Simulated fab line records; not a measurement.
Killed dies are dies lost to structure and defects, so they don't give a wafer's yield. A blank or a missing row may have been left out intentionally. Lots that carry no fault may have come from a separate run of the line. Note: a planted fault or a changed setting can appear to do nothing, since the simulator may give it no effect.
Which tool was responsible? :: flow nand-harc :: 9 lots with 25 wafers sampled at 9 steps, on a route of 1302 steps

WHAT EACH GAUGE READ, for each wafer
NHARC_A_ONON_D2_THK_MEAS_24: measures by ellipsometry.
lot: L924
measured: day 13 11:11
on: film-metro-01
thk-nm (nm): 986 984 984

lot: L926
measured: day 14 04:50
on: film-metro-02
thk-nm (nm): 1009 1008 1009

lot: L934
measured: day 17 06:29
on: film-metro-02
thk-nm (nm): 981 979 981

lot: L935
measured: day 17 20:55
on: film-metro-01
thk-nm (nm): 1003 1003 1003

lot: L937
measured: day 19 01:32
on: film-metro-01
thk-nm (nm): 998

lot: L938
measured: day 19 10:54
on: film-metro-01
thk-nm (nm): 1020 1021 1017

lot: L942
measured: day 20 21:25
on: film-metro-02
thk-nm (nm): 1002 1003 1002

lot: L943
measured: day 21 15:11
on: film-metro-02
thk-nm (nm): 995 996 994

lot: L944
measured: day 21 15:13
on: film-metro-01
thk-nm (nm): 1007 1006 1008

NHARC_A_CHANNEL_HOLE_D2_CD_MEAS_10: target cd 100 nm.
lot: L924
measured: day 13 15:27
on: cd-sem-03
cd-nm (nm): 100.1 100.1 100.4

lot: L926
measured: day 14 10:05
on: cd-sem-01
cd-nm (nm): 99.7 99.8 99.6

lot: L934
measured: day 17 12:37
on: cd-sem-01
cd-nm (nm): 100.4 100.4 100.2

lot: L935
measured: day 18 01:19
on: cd-sem-03
cd-nm (nm): 89.8 99.5 90.0 90.0 99.8 89.5

lot: L937
measured: day 19 07:43
on: cd-sem-02
cd-nm (nm): 89.2 89.9

lot: L938
measured: day 19 18:27
on: cd-sem-03
cd-nm (nm): 100.4 100.0 100.5

lot: L942
measured: day 21 01:41
on: cd-sem-02
cd-nm (nm): 99.8 99.7 99.6

lot: L943
measured: day 21 20:05
on: cd-sem-03
cd-nm (nm): 100.0 99.7 99.4

lot: L944
measured: day 21 20:25
on: cd-sem-01
cd-nm (nm): 101.0 100.3 100.8

NHARC_A_CHANNEL_HOLE_D2_CD_MEAS_18.
lot: L924
measured: day 13 16:58
on: cd-sem-02
cd-nm (nm): 100.5 99.1 95.4

lot: L926
measured: day 14 11:23
on: cd-sem-01
cd-nm (nm): 98.1 99.7 99.2

lot: L934
measured: day 17 13:55
on: cd-sem-01
cd-nm (nm): 106.3 103.2 104.3

lot: L935
measured: day 18 04:53
on: cd-sem-02
cd-nm (nm): 86.9 96.4 90.5 87.0 96.6 90.5

lot: L937
measured: day 19 10:11
on: cd-sem-02
cd-nm (nm): 88.6 88.9

lot: L938
measured: day 19 20:11
on: cd-sem-01
cd-nm (nm): 105.3 102.1 103.2

lot: L942
measured: day 21 02:58
on: cd-sem-01
cd-nm (nm): 100.9 100.8 102.2

lot: L943
measured: day 21 21:23
on: cd-sem-01
cd-nm (nm): 98.8 98.7 102.0

lot: L944
measured: day 21 21:43
on: cd-sem-01
cd-nm (nm): 99.1 99.3 96.6

NHARC_A_CHANNEL_HOLE_D2_CD_MEAS_31.
lot: L924
measured: day 13 22:32
on: cd-sem-01
cd-nm (nm): 90.5 89.3 88.9

lot: L926
measured: day 14 16:59
on: cd-sem-03
cd-nm (nm): 89.6 87.4 90.4

lot: L934
measured: day 17 19:43
on: cd-sem-03
cd-nm (nm): 91.4 91.2 91.1

lot: L935
measured: day 18 17:28
on: cd-sem-02
cd-nm (nm): 81.9 89.5 80.1 81.9 89.9 80.2

lot: L937
measured: day 20 05:44
on: cd-sem-02
cd-nm (nm): 80.3 80.0

lot: L938
measured: day 20 02:46
on: cd-sem-02
cd-nm (nm): 89.5 88.5 89.6

lot: L942
measured: day 21 10:59
on: cd-sem-02
cd-nm (nm): 89.5 90.1 89.4

lot: L943
measured: day 22 02:58
on: cd-sem-03
cd-nm (nm): 90.9 89.6 90.7

lot: L944
measured: day 22 03:27
on: cd-sem-01
cd-nm (nm): 89.9 89.9 90.1

NHARC_END_SORT_01.
lot: L935
measured: day 29 02:24
on: prober-01
killed-at-array: 55 50
killed-at-other: 1 0
killed-at-periphery: 1 1
killed-dies: 57 51
killed-open: 3 4
killed-short: 5 1

lot: L937
measured: day 30 09:41
on: prober-01
killed-at-array: 40
killed-at-other: 0
killed-at-periphery: 5
killed-dies: 45
killed-open: 5
killed-short: 3

WHAT TOOL EACH LOT RAN ON (gives the tool, then ch and the chambers of the sampled wafers, and finally the start)
lot: L924
NHARC_A_CHANNEL_HOLE_D2_PEB_08: litho-track-04 ch 0, day 13 15:22
NHARC_A_CHANNEL_HOLE_D2_ETCH_38: rie-diel-08 ch 0,1,2, day 13 15:44
NHARC_A_CHANNEL_HOLE_D2_ETCH_39: rie-diel-08 ch 0,1,2, day 13 16:58 or earlier
NHARC_A_CHANNEL_HOLE_D2_XSEM_32: xsem-01 ch 0, day 13 22:38

lot: L926
NHARC_A_CHANNEL_HOLE_D2_PEB_08: litho-track-06 ch 0, day 14 10:01
NHARC_A_CHANNEL_HOLE_D2_ETCH_38: rie-diel-04 ch 0,1,3, day 14 10:22
NHARC_A_CHANNEL_HOLE_D2_ETCH_39: rie-diel-04 ch 1,2,3, day 14 11:23 or earlier
NHARC_A_CHANNEL_HOLE_D2_XSEM_32: xsem-01 ch 0, day 14 17:05

lot: L934
NHARC_A_CHANNEL_HOLE_D2_PEB_08: litho-track-04 ch 0, day 17 12:32
NHARC_A_CHANNEL_HOLE_D2_ETCH_38: rie-diel-09 ch 1,3, day 17 12:53
NHARC_A_CHANNEL_HOLE_D2_ETCH_39: rie-diel-09 ch 1,3, day 17 13:55 or earlier
NHARC_A_CHANNEL_HOLE_D2_XSEM_32: xsem-01 ch 0, day 17 19:47

lot: L935
NHARC_A_CHANNEL_HOLE_D2_PEB_08: litho-track-06 ch 0, day 18 01:13
NHARC_A_CHANNEL_HOLE_D2_ETCH_38: rie-diel-08 ch 0,1, day 18 03:51
NHARC_A_CHANNEL_HOLE_D2_ETCH_39: rie-diel-08 ch 0,2,3, day 18 04:53 or earlier
NHARC_A_CHANNEL_HOLE_D2_XSEM_32: xsem-02 ch 0, day 18 20:19

lot: L937
NHARC_A_CHANNEL_HOLE_D2_PEB_08: litho-track-06 ch 0, day 19 07:38
NHARC_A_CHANNEL_HOLE_D2_ETCH_38: rie-diel-08 ch 0, day 19 09:11
NHARC_A_CHANNEL_HOLE_D2_ETCH_39: rie-diel-08 ch 0, day 19 10:11 or earlier
NHARC_A_CHANNEL_HOLE_D2_XSEM_32: xsem-02 ch 0, day 20 07:51

lot: L938
NHARC_A_CHANNEL_HOLE_D2_PEB_08: litho-track-01 ch 0, day 19 18:22
NHARC_A_CHANNEL_HOLE_D2_ETCH_38: rie-diel-09 ch 0,1,3, day 19 18:44
NHARC_A_CHANNEL_HOLE_D2_ETCH_39: rie-diel-09 ch 0,1, day 19 20:11 or earlier
NHARC_A_CHANNEL_HOLE_D2_XSEM_32: xsem-01 ch 0, day 20 02:51

lot: L942
NHARC_A_CHANNEL_HOLE_D2_PEB_08: litho-track-01 ch 0, day 21 01:36
NHARC_A_CHANNEL_HOLE_D2_ETCH_38: rie-diel-09 ch 0,1,3, day 21 01:57
NHARC_A_CHANNEL_HOLE_D2_ETCH_39: rie-diel-09 ch 0,1, day 21 02:58 or earlier
NHARC_A_CHANNEL_HOLE_D2_XSEM_32: xsem-02 ch 0, day 21 11:05

lot: L943
NHARC_A_CHANNEL_HOLE_D2_PEB_08: litho-track-04 ch 0, day 21 20:00
NHARC_A_CHANNEL_HOLE_D2_ETCH_38: rie-diel-04 ch 0,1,3, day 21 20:22
NHARC_A_CHANNEL_HOLE_D2_ETCH_39: rie-diel-04 ch 1,2,3, day 21 21:23 or earlier
NHARC_A_CHANNEL_HOLE_D2_XSEM_32: xsem-02 ch 0, day 22 03:03

lot: L944
NHARC_A_CHANNEL_HOLE_D2_PEB_08: litho-track-01 ch 0, day 21 20:20
NHARC_A_CHANNEL_HOLE_D2_ETCH_38: rie-diel-08 ch 0,1,3, day 21 20:41
NHARC_A_CHANNEL_HOLE_D2_ETCH_39: rie-diel-08 ch 0,1,2, day 21 21:43 or earlier
NHARC_A_CHANNEL_HOLE_D2_XSEM_32: xsem-01 ch 0, day 22 03:32
- NHARC_A_CHANNEL_HOLE_D2_PEB_08: peb time 65 s.
- NHARC_A_CHANNEL_HOLE_D2_ETCH_38: etches the open film in CF4, target depth 39 nm, time 65 s.
- NHARC_A_CHANNEL_HOLE_D2_ETCH_39: etches the open film in N2/H2, target depth 260 nm, time 325 s.
- NHARC_A_CHANNEL_HOLE_D2_XSEM_32

WHAT THE TOOLS THEMSELVES READ (means of the sampled wafers that have a number; where no wafer has one, the mark that the record gives instead)
NHARC_A_CHANNEL_HOLE_D2_PEB_08.
lot: L924
tool: litho-track-04
heater-power-total-W (W): 156.8

lot: L926
tool: litho-track-06
heater-power-total-W (W): 156.5

lot: L934
tool: litho-track-04
heater-power-total-W (W): 157.0

lot: L935
tool: litho-track-06
heater-power-total-W (W): 177.5

lot: L937
tool: litho-track-06
heater-power-total-W (W): 188.7

lot: L938
tool: litho-track-01
heater-power-total-W (W): 156.6

lot: L942
tool: litho-track-01
heater-power-total-W (W): 157.0

lot: L943
tool: litho-track-04
heater-power-total-W (W): 156.8

lot: L944
tool: litho-track-01
heater-power-total-W (W): 156.7

NHARC_A_CHANNEL_HOLE_D2_ETCH_38.
lot: L924
tool: rie-diel-08
chamber-pressure-mTorr (mTorr): 49.98
drypump-motor-current-A (A): 6.0
oes-product-au (a.u.): 1.012
rf-fwd-power-W (W): 296.8
rf-vpp-V (V): 151.4
showerhead-plenum-p-Torr (Torr): 1.76
throttle-valve-pct (%): 13.284

lot: L926
tool: rie-diel-04
chamber-pressure-mTorr (mTorr): 49.93
drypump-motor-current-A (A): 6.0
oes-product-au (a.u.): 0.991
rf-fwd-power-W (W): 297.4
rf-vpp-V (V): 151.2
showerhead-plenum-p-Torr (Torr): 1.73
throttle-valve-pct (%): 13.279

lot: L934
tool: rie-diel-09
chamber-pressure-mTorr (mTorr): 50.03
drypump-motor-current-A (A): 5.3
oes-product-au (a.u.): 1.000
rf-fwd-power-W (W): 297.2
rf-vpp-V (V): 150.9
showerhead-plenum-p-Torr (Torr): 1.74
throttle-valve-pct (%): 13.285

lot: L935
tool: rie-diel-08
chamber-pressure-mTorr (mTorr): 50.06
drypump-motor-current-A (A): 5.7
oes-product-au (a.u.): 1.006
rf-fwd-power-W (W): 296.3
rf-vpp-V (V): 151.5
showerhead-plenum-p-Torr (Torr): 1.75
throttle-valve-pct (%): 13.282

lot: L937
tool: rie-diel-08
chamber-pressure-mTorr (mTorr): 50.03
drypump-motor-current-A (A): 5.5
oes-product-au (a.u.): 1.000
rf-fwd-power-W (W): 296.9
rf-vpp-V (V): 150.6
showerhead-plenum-p-Torr (Torr): 1.73
throttle-valve-pct (%): 13.274

lot: L938
tool: rie-diel-09
chamber-pressure-mTorr (mTorr): 50.01
drypump-motor-current-A (A): 5.2
oes-product-au (a.u.): 0.994
rf-fwd-power-W (W): 297.7
rf-vpp-V (V): 149.4
showerhead-plenum-p-Torr (Torr): 1.72
throttle-valve-pct (%): 13.274

lot: L942
tool: rie-diel-09
chamber-pressure-mTorr (mTorr): 50.00
drypump-motor-current-A (A): 5.2
oes-product-au (a.u.): 0.994
rf-fwd-power-W (W): 297.4
rf-vpp-V (V): 150.6
showerhead-plenum-p-Torr (Torr): 1.72
throttle-valve-pct (%): 13.282

lot: L943
tool: rie-diel-04
chamber-pressure-mTorr (mTorr): 49.97
drypump-motor-current-A (A): 6.0
oes-product-au (a.u.): 0.996
rf-fwd-power-W (W): 297.1
rf-vpp-V (V): 150.6
showerhead-plenum-p-Torr (Torr): 1.72
throttle-valve-pct (%): 13.288

lot: L944
tool: rie-diel-08
chamber-pressure-mTorr (mTorr): 50.00
drypump-motor-current-A (A): 5.8
oes-product-au (a.u.): 1.009
rf-fwd-power-W (W): 297.7
rf-vpp-V (V): 152.2
showerhead-plenum-p-Torr (Torr): 1.79
throttle-valve-pct (%): 13.280

NHARC_A_CHANNEL_HOLE_D2_ETCH_39.
lot: L924
tool: rie-diel-08
chamber-pressure-mTorr (mTorr): 29.990
drypump-motor-current-A (A): 6.1
oes-product-au (a.u.): 1.013
rf-fwd-power-W (W): 399.7
rf-vpp-V (V): 430.2
showerhead-plenum-p-Torr (Torr): 2.03
throttle-valve-pct (%): 14.173

lot: L926
tool: rie-diel-04
chamber-pressure-mTorr (mTorr): 29.998
drypump-motor-current-A (A): 6.0
oes-product-au (a.u.): 0.996
rf-fwd-power-W (W): 398.2
rf-vpp-V (V): 430.0
showerhead-plenum-p-Torr (Torr): 2.01
throttle-valve-pct (%): 14.177

lot: L934
tool: rie-diel-09
chamber-pressure-mTorr (mTorr): 29.986
drypump-motor-current-A (A): 5.3
oes-product-au (a.u.): 0.992
rf-fwd-power-W (W): 398.4
rf-vpp-V (V): 429.4
showerhead-plenum-p-Torr (Torr): 2.01
throttle-valve-pct (%): 14.162

lot: L935
tool: rie-diel-08
chamber-pressure-mTorr (mTorr): 30.000
drypump-motor-current-A (A): 6.1
oes-product-au (a.u.): 1.005
rf-fwd-power-W (W): 399.0
rf-vpp-V (V): 431.9
showerhead-plenum-p-Torr (Torr): 2.06
throttle-valve-pct (%): 14.166

lot: L937
tool: rie-diel-08
chamber-pressure-mTorr (mTorr): 29.991
drypump-motor-current-A (A): 5.5
oes-product-au (a.u.): 0.990
rf-fwd-power-W (W): 400.4
rf-vpp-V (V): 429.4
showerhead-plenum-p-Torr (Torr): 1.99
throttle-valve-pct (%): 14.192

lot: L938
tool: rie-diel-09
chamber-pressure-mTorr (mTorr): 30.007
drypump-motor-current-A (A): 5.2
oes-product-au (a.u.): 0.993
rf-fwd-power-W (W): 399.7
rf-vpp-V (V): 428.9
showerhead-plenum-p-Torr (Torr): 1.99
throttle-valve-pct (%): 14.172

lot: L942
tool: rie-diel-09
chamber-pressure-mTorr (mTorr): 30.038
drypump-motor-current-A (A): 5.1
oes-product-au (a.u.): 1.008
rf-fwd-power-W (W): 399.0
rf-vpp-V (V): 428.5
showerhead-plenum-p-Torr (Torr): 1.94
throttle-valve-pct (%): 14.166

lot: L943
tool: rie-diel-04
chamber-pressure-mTorr (mTorr): 29.997
drypump-motor-current-A (A): 6.1
oes-product-au (a.u.): 0.993
rf-fwd-power-W (W): 400.8
rf-vpp-V (V): 429.5
showerhead-plenum-p-Torr (Torr): 2.00
throttle-valve-pct (%): 14.167

lot: L944
tool: rie-diel-08
chamber-pressure-mTorr (mTorr): 30.012
drypump-motor-current-A (A): 6.1
oes-product-au (a.u.): 0.997
rf-fwd-power-W (W): 398.6
rf-vpp-V (V): 430.0
showerhead-plenum-p-Torr (Torr): 2.03
throttle-valve-pct (%): 14.161

NHARC_A_CHANNEL_HOLE_D2_XSEM_32.
lot: L924
tool: xsem-01
bot-cd-nm (nm): 74.0
bow-nm (nm): 8.75
tilt-deg (degrees): 0.08

lot: L926
tool: xsem-01
bot-cd-nm (nm): 73.4
bow-nm (nm): 8.69
tilt-deg (degrees): 0.09

lot: L934
tool: xsem-01
bot-cd-nm (nm): 76.0
bow-nm (nm): 8.67
tilt-deg (degrees): 0.12

lot: L935
tool: xsem-02
bot-cd-nm (nm): 68.4
bow-nm (nm): 8.37
tilt-deg (degrees): -0.02

lot: L937
tool: xsem-02
bot-cd-nm (nm): 65.0
bow-nm (nm): 9.13
tilt-deg (degrees): 0.02

lot: L938
tool: xsem-01
bot-cd-nm (nm): 72.5
bow-nm (nm): 8.55
tilt-deg (degrees): 0.06

lot: L942
tool: xsem-02
bot-cd-nm (nm): 74.7
bow-nm (nm): 8.02
tilt-deg (degrees): 0.07

lot: L943
tool: xsem-02
bot-cd-nm (nm): 74.6
bow-nm (nm): 8.72
tilt-deg (degrees): 0.00

lot: L944
tool: xsem-01
bot-cd-nm (nm): 74.0
bow-nm (nm): 8.95
tilt-deg (degrees): -0.02

THE ANSWER, worked out from the rows above alone
Rule: the usual values come from the lots themselves. Put in order of their means at a reading, lots are off if they are a third of the lots or fewer, leave a main group of 4 or more, and stand apart from it by a gap of 3 or more times the standard deviation of the main group's means; of several such gaps the widest counts. Not used: any main group whose means are identical at the precision the tables above print for the reading. A lot without any number at a reading at which 4 lots or more have one is off too. Where the step has rows for the other lots, those lots are counted as sound. The gauges are gone through in route order, then the tools' own readings, and for those a lot's mean is taken as printed above. At the first step where some lot is off, the reading lying furthest off is the one used; lots without a number count as furthest.
Off: L935, L937 (NHARC_A_CHANNEL_HOLE_D2_CD_MEAS_10, cd-nm). For the main group the mean is 100.1 nm and the standard deviation 0.37.
A tool fits if, at a process step before that reading, it ran every lot that is off, and no sound lot after the first of them. Not tried: the gauges at NHARC_A_CHANNEL_HOLE_D2_CD_MEAS_10; whatever is off there is also off at NHARC_A_CHANNEL_HOLE_D2_PEB_08, on other tools, and gauge error can't account for it. One fits: litho-track-06 at NHARC_A_CHANNEL_HOLE_D2_PEB_08. A fault onset in the window from L926 (day 14 10:01, its last sound lot) to L935 (day 18 01:13, its first lot off) fits.
The tool's own readings at NHARC_A_CHANNEL_HOLE_D2_PEB_08 bear it out: on the lots that are off they differ by more than 5 times the standard deviation of the sound lots' means. heater-power-total-W reads 183.1 W there against 156.8 W on the sound lots.

WHAT THE SIMULATOR HAD INSERTED
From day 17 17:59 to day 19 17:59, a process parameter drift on litho-track-06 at NHARC_A_CHANNEL_HOLE_D2_PEB_08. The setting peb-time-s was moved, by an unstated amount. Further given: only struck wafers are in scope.
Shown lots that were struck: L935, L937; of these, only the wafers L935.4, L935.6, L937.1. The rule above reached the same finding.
